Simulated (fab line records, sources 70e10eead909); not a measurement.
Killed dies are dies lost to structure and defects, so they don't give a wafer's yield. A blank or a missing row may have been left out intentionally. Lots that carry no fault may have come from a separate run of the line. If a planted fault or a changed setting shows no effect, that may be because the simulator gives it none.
Matching of chambers + flow nand-harc + NHARC_A_STAIRCASE_TRIM_196 on rie-diel-11 has 4 sister chambers
The step chemistry O2, time 211.2 s. 22 wafers are shown with their chamber, then 11 later ones without.

## EACH WAFER AND ITS CHAMBER
| wafer  | chamber | showerhead-plenum-p-Torr (Torr) | drypump-motor-current-A (A) | oes-product-au (a.u.) |
|--------|---------|---------------------------------|-----------------------------|-----------------------|
| L077.1 | 3       | 3.43                            | 6.5                         | 1.009                 |
| L077.2 | 1       | 3.66                            | 5.3                         | 0.998                 |
| L077.5 | 0       | 3.28                            | 6.2                         | 1.018                 |
| L080.2 | 1       | 3.65                            | 5.3                         | 0.997                 |
| L080.3 | 2       | 3.41                            | 5.5                         | 0.995                 |
| L080.5 | 0       | 3.28                            | 6.3                         | 1.002                 |
| L082.3 | 2       | 3.40                            | 5.5                         | 1.002                 |
| L082.5 | 1       | 3.65                            | 5.3                         | 0.995                 |
| L082.6 | 0       | 3.28                            | 6.2                         | 1.010                 |
| L084.2 | 1       | 3.65                            | 5.3                         | 1.005                 |
| L084.4 | 2       | 3.40                            | 5.5                         | 1.001                 |
| L084.6 | 1       | 3.65                            | 5.3                         | 1.004                 |
| L085.2 | 1       | 3.64                            | 5.3                         | 0.981                 |
| L085.4 | 3       | 3.42                            | 6.4                         | 1.015                 |
| L085.6 | 2       | 3.40                            | 5.5                         | 0.992                 |
| L087.2 | 1       | 3.64                            | 5.3                         | 0.995                 |
| L087.4 | 2       | 3.40                            | 5.6                         | 1.004                 |
| L087.6 | 3       | 3.42                            | 6.4                         | 1.016                 |
| L086.2 | 2       | 3.40                            | 5.5                         | 1.005                 |
| L086.3 | 1       | 3.64                            | 5.3                         | 1.005                 |
| L086.6 | 1       | 3.64                            | 5.3                         | 0.984                 |
| L091.2 | 0       | 3.27                            | 6.2                         | 1.014                 |

SIGNATURES, as means of the wafers listed above
| reading                  | chamber 0 | chamber 1 | chamber 2 | chamber 3 | scatter within a chamber |
|--------------------------|-----------|-----------|-----------|-----------|--------------------------|
| showerhead-plenum-p-Torr | 3.2775    | 3.6467    | 3.4017    | 3.4233    | 0.00589                  |
| drypump-motor-current-A  | 6.225     | 5.300     | 5.517     | 6.433     | 0.0354                   |
| oes-product-au           | 1.01100   | 0.99600   | 0.99983   | 1.01333   | 0.00709                  |
Rule: a wafer lies at a distance from a chamber equal to the root of the sum of squares, over the readings, of (its reading less the chamber's mean, divided by the reading's scatter). The wafer belongs to the nearest chamber; if the next one is less than 2 further off, it can't be placed. The scatter: the root of (the sum of the squares of (reading less its chamber's mean) over the shown wafers, divided by (wafers less chambers)).

## WAFERS WHOSE CHAMBER IS MISSING
| wafer  | showerhead-plenum-p-Torr (Torr) | drypump-motor-current-A (A) | oes-product-au (a.u.) |
|--------|---------------------------------|-----------------------------|-----------------------|
| L091.3 | 3.64                            | 5.3                         | 1.003                 |
| L091.6 | 3.64                            | 5.3                         | 1.011                 |
| L094.1 | 3.41                            | 6.4                         | 1.016                 |
| L094.2 | 3.39                            | 5.5                         | 1.019                 |
| L094.3 | 3.64                            | 5.3                         | 0.997                 |
| L095.2 | 3.64                            | 5.3                         | 0.990                 |
| L095.3 | 3.26                            | 6.2                         | 1.005                 |
| L095.6 | 3.26                            | 6.3                         | 1.014                 |
| L097.2 | 3.41                            | 6.5                         | 1.001                 |
| L097.4 | 3.63                            | 5.3                         | 0.990                 |
| L097.6 | 3.63                            | 5.3                         | 0.983                 |

## CHAMBER TAKEN BY EACH
| wafer  | from the rows above | in truth |
|--------|---------------------|----------|
| L091.3 | 1                   | 1        |
| L091.6 | 1                   | 1        |
| L094.1 | 3                   | 3        |
| L094.2 | 2                   | 2        |
| L094.3 | 1                   | 1        |
| L095.2 | 1                   | 1        |
| L095.3 | 0                   | 0        |
| L095.6 | 0                   | 0        |
| L097.2 | 3                   | 3        |
| L097.4 | 1                   | 1        |
| L097.6 | 1                   | 1        |
Correctly placed: 11 of 11. Number that these rows cannot place: 0. Placed wrongly: 0.
